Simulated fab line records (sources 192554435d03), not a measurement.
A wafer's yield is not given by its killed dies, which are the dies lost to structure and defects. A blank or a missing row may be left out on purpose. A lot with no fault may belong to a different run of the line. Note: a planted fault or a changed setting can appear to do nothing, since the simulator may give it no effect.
fab line records	flow n5Finfet
record: lots: 13	wafers: 37	lastDay: 20
route steps=1938 shown HKMG_FIN@442 PASSIVATION@1936
lots that met no fault: from a run of the same line without faults
startH: start of the lot's first displayed wafer, in hours after the record's first day	waitH: time in hours since the lot's previous step	" same as the row above	L1.1+2: a single row standing in for several wafers	- no value present, or no start provided	* or withheld: withheld	< > ~ a bound
route shown NAME@n: names a module that has steps shown in the file, with the first one's number in the route	usual: the fault-free wafers' mean and standard deviation	same: alike in all rows	chamber/n: place in a boat	sites: each site's reading	_std_site: standard deviation of those values	_edge_site: inner sites' mean taken away from outer sites' mean	radiusMm: how far each site lies from the wafer's centre	mask NAME#n: copy n	behind: the tool/chamber that last shaped the wafer	hold: why the lot was held/for how many hours/how that ended	device: whichever transistor did not switch (one of n, p or np)	end of line: tests of these same wafers at the route's end	a step without rows: its recipe alone	killed: at the first sort, the dies lost to defects and structure; wafer yield is something else	map: a wafer's dies, x killed, . not, _ none there
set.NAME: the run value of the setting; set.NAME@STEP: its run value at that earlier step	model.NAME: the simulator's own value behind a step, which no gauge read
a sample of lots followed through the steps of the route, with each step as a table and each wafer as a row
services: when a tool's chamber went out of use (startH, in hours from the record's first day, below 0 if earlier), for how many hours, and the reason
== steps ==
step: N5_HKMG_FIN_ALD_91
recipe: material: TiN	targetThkA: 10	tempC: 400	aldPrecursorFamily: TiCl4	aldCoReactant: NH3	pulseTimeS: 1	purgeTimeS: 3	coReactantPurgeTimeS: 2	coReactantPulseTimeS: 2	aldCycles: 47	pressureTorr: 3
usual: aldCycles: 47/0	heaterPowerW: 887/92	precursorPulseHeightRel: 0.999/0.018
lot.wafer	tool	chamber	startH	waitH	aldCycles	heaterPowerW	precursorPulseHeightRel
L256.1	aldMetal-03	2	76.21	0.3	47	711	0.946
L256.4	"	3	"	"	47	760	1.001
L256.6	"	2	"	"	47	720	0.984
L257.1	aldMetal-03	3	83.56	0.3	47	788	1.018
L257.4	"	1	"	"	47	904	0.985
L257.5	"	3	"	"	47	748	0.970
L260.1	aldMetal-03	0	98.49	0.3	47	830	1.016
L260.4	"	3	"	"	47	774	1.008
L260.6	"	1	"	"	47	943	1.008
L262.2	aldMetal-02	2	116.96	0.3	47	1009	0.987
L262.3	"	0	"	"	47	1028	0.976
L262.6	"	0	"	"	47	1026	1.018
L265.1	aldMetal-02	3	132.37	0.3	47	941	0.978
L265.4	"	0	"	"	47	1021	0.990
L265.6	"	0	"	"	47	1027	1.000
L268.1	aldMetal-01	0	149.68	0.3	47	855	1.017
L268.4	"	3	"	"	47	808	0.992
L268.5	"	0	"	"	47	868	1.002
L271.3	aldMetal-02	2	168.33	0.1	47	987	1.002
L271.4	"	3	"	"	47	970	0.984
L271.6	"	1	"	"	47	934	1.021
L270.1	aldMetal-01	3	169.13	0.3	47	836	1.011
L270.4	"	1	"	"	47	879	0.971
L274.4	aldMetal-01	0	184.00	0.1	47	846	1.010
L274.6	"	3	"	"	47	843	0.993
L276.2	aldMetal-01	2	196.95	0.3	47	983	0.999
L276.4	"	1	"	"	47	876	1.012
L276.5	"	2	"	"	47	996	1.005
L277.1	aldMetal-01	2	204.30	0.3	47	1016	1.006
L277.3	"	0	"	"	47	837	0.973
L277.6	"	2	"	"	47	1001	0.994
L278.2	aldMetal-01	2	210.41	0.3	47	984	1.012
L278.4	"	0	"	"	47	825	0.990
L278.6	"	0	"	"	47	824	1.029
L279.1	aldMetal-01	2	233.84	0.3	47	999	1.008
L279.2	"	0	"	"	47	828	0.973
L279.5	"	2	"	"	47	1005	1.002
step: N5_HKMG_FIN_ALD_21
recipe: material: TiN	targetThkA: 15	tempC: 400	aldPrecursorFamily: TiCl4	aldCoReactant: NH3	pulseTimeS: 1	purgeTimeS: 3	coReactantPurgeTimeS: 2	coReactantPulseTimeS: 2	aldCycles: 68	pressureTorr: 3
usual: aldCycles: 68/0	heaterPowerW: 883/89	precursorPulseHeightRel: 0.998/0.019
lot.wafer	tool	chamber	startH	waitH	aldCycles	heaterPowerW	precursorPulseHeightRel
L256.1	aldMetal-03	0	78.36	0.3	68	839	0.987
L256.4	"	3	"	"	68	791	0.985
L256.6	"	0	"	"	68	844	1.022
L257.1	aldMetal-01	1	85.71	0.3	68	868	1.005
L257.4	"	2	"	"	68	976	1.014
L257.5	"	0	"	"	68	853	1.030
L260.1	aldMetal-02	0	100.67	0.3	68	1027	0.993
L260.4	"	2	"	"	68	970	1.009
L260.6	"	2	"	"	68	976	0.993
L262.2	aldMetal-01	0	119.21	0.3	68	847	1.020
L262.3	"	1	"	"	68	895	1.002
L262.6	"	3	"	"	68	829	1.013
L265.1	aldMetal-01	3	134.53	0.3	68	814	0.989
L265.4	"	1	"	"	68	864	0.999
L265.6	"	3	"	"	68	850	0.998
L268.1	aldMetal-01	1	151.93	0.3	68	891	1.002
L268.4	"	0	"	"	68	838	1.003
L268.5	"	1	"	"	68	894	0.991
L271.3	aldMetal-01	2	170.56	0.1	68	981	1.015
L271.4	"	3	"	"	68	802	0.991
L271.6	"	0	"	"	68	851	0.982
L270.1	aldMetal-02	2	171.28	0.3	68	987	1.013
L270.4	"	0	"	"	68	1008	1.013
L274.4	aldMetal-03	1	186.45	0.1	68	936	1.015
L274.6	"	2	"	"	68	690	0.990
L276.2	aldMetal-03	0	199.16	0.3	68	835	0.988
L276.4	"	1	"	"	68	921	1.041
L276.5	"	2	"	"	68	698	1.000
L277.1	aldMetal-02	1	206.78	0.3	68	919	0.978
L277.3	"	3	"	"	68	950	1.000
L277.6	"	1	"	"	68	906	0.977
L278.2	aldMetal-01	1	212.73	0.4	68	882	0.988
L278.4	"	2	"	"	68	985	0.994
L278.6	"	0	"	"	68	815	0.979
L279.1	aldMetal-01	0	236.25	0.3	68	832	1.008
L279.2	"	2	"	"	68	997	0.981
L279.5	"	1	"	"	68	865	1.022
step: N5_HKMG_FIN_ALD_72
recipe: material: W	targetThkA: 20	tempC: 300	pressureTorr: 7.5	aldPrecursorFamily: WF6	aldCoReactant: B2H6	pulseTimeS: 1	purgeTimeS: 2	coReactantPurgeTimeS: 2	coReactantPulseTimeS: 3	aldCycles: 7
usual: aldCycles: 7/0	heaterPowerW: 472/45	precursorPulseHeightRel: 0.999/0.019
lot.wafer	tool	chamber	startH	waitH	aldCycles	heaterPowerW	precursorPulseHeightRel
L256.1	cvdW-01	1	78.72	0.2	7	492	1.019
L256.4	"	1	"	"	7	476	0.968
L256.6	"	0	"	"	7	491	1.009
L257.1	cvdW-01	1	86.07	0.2	7	464	1.035
L257.4	"	0	"	"	7	505	1.009
L257.5	"	1	"	"	7	494	1.004
L260.1	cvdW-01	0	101.03	0.2	7	495	0.988
L260.4	"	1	"	"	7	470	1.011
L260.6	"	0	"	"	7	481	1.004
L262.2	cvdW-02	1	119.57	0.2	7	356	0.982
L262.3	"	0	"	"	7	508	0.958
L262.6	"	1	"	"	7	362	0.991
L265.1	cvdW-02	1	134.89	0.2	7	349	0.967
L265.4	"	1	"	"	7	353	0.979
L265.6	"	1	"	"	7	357	0.982
L268.1	cvdW-02	1	152.29	0.2	8	352	1.024
L268.4	"	0	"	"	7	501	0.980
L268.5	"	1	"	"	7	348	1.027
L271.3	cvdW-01	1	170.95	0.2	7	480	1.003
L271.4	"	0	"	"	7	477	1.015
L271.6	"	1	"	"	7	480	1.018
L270.1	cvdW-02	1	171.64	0.2	8	355	0.995
L270.4	"	1	"	"	7	361	0.997
L274.4	cvdW-02	1	186.83	0.2	7	361	1.019
L274.6	"	1	"	"	8	363	1.026
L276.2	cvdW-01	0	199.52	0.2	7	492	0.996
L276.4	"	1	"	"	7	494	1.003
L276.5	"	0	"	"	7	505	0.947
L277.1	cvdW-01	1	207.15	0.2	7	479	0.980
L277.3	"	1	"	"	7	478	1.007
L277.6	"	1	"	"	7	484	1.023
L278.2	cvdW-01	0	213.10	0.2	7	505	1.011
L278.4	"	0	"	"	7	490	1.017
L278.6	"	0	"	"	7	492	1.022
L279.1	cvdW-01	0	236.61	0.2	7	485	0.985
L279.2	"	1	"	"	7	492	0.968
L279.5	"	0	"	"	7	478	1.016
step: N5_HKMG_FIN_W_FILL_22
recipe: material: W	targetThkA: 600	tempC: 400	pressureTorr: 39.4	timeS: 18.2
usual: heaterPowerW: 843/79	throttleValvePct: 19.3/0.68
lot.wafer	tool	chamber	startH	waitH	heaterPowerW	throttleValvePct
L256.1	cvdW-01	1	78.78	0.0	851	20.1
L256.4	"	1	"	"	850	19.9
L256.6	"	0	"	"	892	19.3
L257.1	cvdW-01	1	86.13	0.0	862	19.7
L257.4	"	0	"	"	873	19.2
L257.5	"	1	"	"	860	20.0
L260.1	cvdW-01	0	101.09	0.0	874	19.0
L260.4	"	1	"	"	841	20.0
L260.6	"	0	"	"	909	19.1
L262.2	cvdW-02	1	119.63	0.0	627	18.9
L262.3	"	0	"	"	921	18.0
L262.6	"	1	"	"	644	18.8
L265.1	cvdW-02	1	134.95	0.0	633	18.8
L265.4	"	1	"	"	652	18.9
L265.6	"	1	"	"	641	18.8
L268.1	cvdW-02	1	152.35	0.0	637	18.8
L268.4	"	0	"	"	890	17.9
L268.5	"	1	"	"	645	19.1
L271.3	cvdW-01	1	171.00	0.0	852	20.4
L271.4	"	0	"	"	884	19.1
L271.6	"	1	"	"	864	19.8
L270.1	cvdW-02	1	171.71	0.0	625	18.9
L270.4	"	1	"	"	635	18.9
L274.4	cvdW-02	1	186.88	0.0	646	19.2
L274.6	"	1	"	"	630	18.7
L276.2	cvdW-01	0	199.58	0.0	876	19.1
L276.4	"	1	"	"	839	20.1
L276.5	"	0	"	"	877	19.2
L277.1	cvdW-01	1	207.21	0.0	870	20.0
L277.3	"	1	"	"	848	19.9
L277.6	"	1	"	"	870	20.0
L278.2	cvdW-01	0	213.16	0.0	881	19.4
L278.4	"	0	"	"	860	19.2
L278.6	"	0	"	"	867	19.2
L279.1	cvdW-01	0	236.68	0.0	896	19.1
L279.2	"	1	"	"	868	20.2
L279.5	"	0	"	"	873	19.3
step: N5_PASSIVATION_PROBE_49
usual: killed_at_M0_to_M3: 36/11	killed_at_M4_up: 14/5.6	killedAtContacts: 11/5.6	killedAtFrontEnd: 40/12	killedAtOther: 4/3.2	killedDies: 105/17	killedOpen: 69/12	killedShort: 34/8.4
same: grossDies: 1180	killedAtBackSide: 0
lot.wafer	tool	chamber	startH	waitH	killed_at_M0_to_M3	killed_at_M4_up	killedAtContacts	killedAtFrontEnd	killedAtOther	killedDies	killedOpen	killedShort
L268.1	prober-02	-	376.69	0.0	43	13	3	48	4	111	72	38
L268.4	prober-02	-	376.84	0.2	22	17	23	39	6	107	63	40
L268.5	prober-02	-	376.89	0.2	26	7	8	36	5	82	58	22
killed by level:class
L268.1 BEOL_M0_SAQP:geometricParticle:open=14 STI_FIN_REVEAL:geometricParticle:open=13 BEOL_M0_SAQP:geometricParticle:short=11 BEOL_M2:geometricParticle:open=8 FIN_SAQP:geometricParticle:open=7 FIN_SAQP:geometricParticle:short=7 STI_FIN_REVEAL:geometricParticle:short=4 BEOL_M3:geometricParticle:open=4
L268.4 MOL_CONTACT_COAG:geometricParticle:open=17 BEOL_M4:geometricParticle:open=9 FIN_SAQP:geometricParticle:short=8 STI_FIN_REVEAL:geometricParticle:open=6 MOL_CONTACT_COAG:geometricParticle:short=6 BEOL_M0_SAQP:geometricParticle:short=6 BEOL_M0_SAQP:geometricParticle:open=6 BEOL_M3:geometricParticle:open=6
L268.5 STI_FIN_REVEAL:geometricParticle:open=12 MOL_CONTACT_COAG:geometricParticle:open=8 BEOL_M0_SAQP:geometricParticle:open=8 BEOL_M2:geometricParticle:open=8 DUMMY_GATE:geometricParticle:open=6 ILD0:geometricParticle:short=4 GATE_CUT:geometricParticle:short=3 BEOL_M0_SAQP:geometricParticle:short=3
== services ==
tool	chamber	startH	hours	kind
aldMetal-03	0	57.80	14.1	repair
aldMetal-02	2	61.61	25.3	repair
aldMetal-03	-	63.94	0.5	repair
cvdW-02	-	88.66	27.7	repair
aldMetal-03	1	91.83	3.7	repair
aldMetal-03	-	94.92	1.5	repair
aldMetal-03	-	122.97	14.6	pm
aldMetal-01	-	131.21	2.1	repair
aldMetal-02	1	147.15	6.2	repair
cvdW-02	-	148.83	2.7	pm
cvdW-01	-	171.28	0.3	repair
aldMetal-03	-	182.19	4.0	repair
aldMetal-03	1	216.19	3.5	repair
aldMetal-01	3	230.30	46.8	repair
cvdW-01	-	234.45	1.2	repair
== key ==
firstSign: step: N5_HKMG_FIN_ALD_72	reading: aldCycles	direction: up	sigmas: 99+	usual: *	struck: *
effect none on later readings
metAt N5_HKMG_FIN_ALD_72
struckLots L268,L270,L274
struckWafers L268.1,L270.1,L274.6
testerLeftOut L268,L270,L274
notActingAt N5_HKMG_FIN_ALD_91,N5_HKMG_FIN_ALD_21,N5_HKMG_FIN_W_FILL_22
onsetBetween 134.89 152.29
fault: kind: processParameterDrift	tool: cvdW-02	chamber: -	onsetH: 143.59	steps: N5_HKMG_FIN_ALD_72	channel: aldCycles	offset: *	shape: step	endH: 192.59	scope: struckWafersOnly	stated: *
testerLeftOut: of these lots the tester's yield and bins aren't shown, on N5 and GAA mostly nor the transistor test; their killed dies are dies lost to structure and defects alone, not to doping, threshold or leakage, so they don't give the yield
